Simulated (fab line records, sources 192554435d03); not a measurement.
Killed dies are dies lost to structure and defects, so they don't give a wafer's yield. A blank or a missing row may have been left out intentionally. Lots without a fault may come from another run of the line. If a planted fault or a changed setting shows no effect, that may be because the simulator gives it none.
Chamber matching :: flow n5 finfet :: 3 sister chambers for N5_BEOL_M2_PECVD_72 on pecvd-02
The step deposits SiO2 from TEOS/O2, target thk 16 nm, time 18 s. 6 wafers are shown with their chamber, then 8 later ones without.

== WAFERS, EACH WITH ITS CHAMBER ==
wafer: L084.2
chamber: 1
throttle valve pct (%): 21.5
rf fwd power W (W): 442.4

wafer: L084.5
chamber: 0
throttle valve pct (%): 23.5
rf fwd power W (W): 442.9

wafer: L085.2
chamber: 2
throttle valve pct (%): 21.3
rf fwd power W (W): 447.1

wafer: L085.4
chamber: 1
throttle valve pct (%): 21.6
rf fwd power W (W): 442.2

wafer: L085.5
chamber: 2
throttle valve pct (%): 21.7
rf fwd power W (W): 448.1

wafer: L086.1
chamber: 0
throttle valve pct (%): 23.7
rf fwd power W (W): 443.6

== WAFERS WITHOUT THEIR CHAMBER ==
wafer: L086.2
throttle valve pct (%): 21.2
rf fwd power W (W): 444.6

wafer: L086.4
throttle valve pct (%): 21.4
rf fwd power W (W): 447.3

wafer: L090.1
throttle valve pct (%): 21.7
rf fwd power W (W): 446.5

wafer: L090.2
throttle valve pct (%): 21.5
rf fwd power W (W): 444.3

wafer: L090.4
throttle valve pct (%): 21.8
rf fwd power W (W): 447.7

wafer: L097.1
throttle valve pct (%): 23.6
rf fwd power W (W): 442.6

wafer: L097.4
throttle valve pct (%): 23.7
rf fwd power W (W): 443.4

wafer: L097.5
throttle valve pct (%): 23.5
rf fwd power W (W): 444.5

== THE CHAMBER EACH PASSED THROUGH ==
wafer: L086.2
from the rows above: can't be placed: 1 or 2
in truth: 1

wafer: L086.4
from the rows above: 2
in truth: 2

wafer: L090.1
from the rows above: 2
in truth: 2

wafer: L090.2
from the rows above: 1
in truth: 1

wafer: L090.4
from the rows above: 2
in truth: 2

wafer: L097.1
from the rows above: 0
in truth: 0

wafer: L097.4
from the rows above: 0
in truth: 0

wafer: L097.5
from the rows above: 0
in truth: 0
Placed correctly: 7 of 8. From these rows, 1 cannot be placed; in 1 the true chamber is one of the candidates. Wrongly placed: 0.
How it was worked out, from the rows above alone: a wafer's distance from a chamber is the root of the sum, over the readings, of the square of ((its reading less the chamber's mean) divided by the reading's scatter). The wafer belongs to the nearest chamber; if the next one is less than 2 further off, it can't be placed. A chamber's mean is the mean of its shown wafers. The scatter: the root of (the sum of the squares of (reading less its chamber's mean) over the shown wafers, divided by (wafers less chambers)).
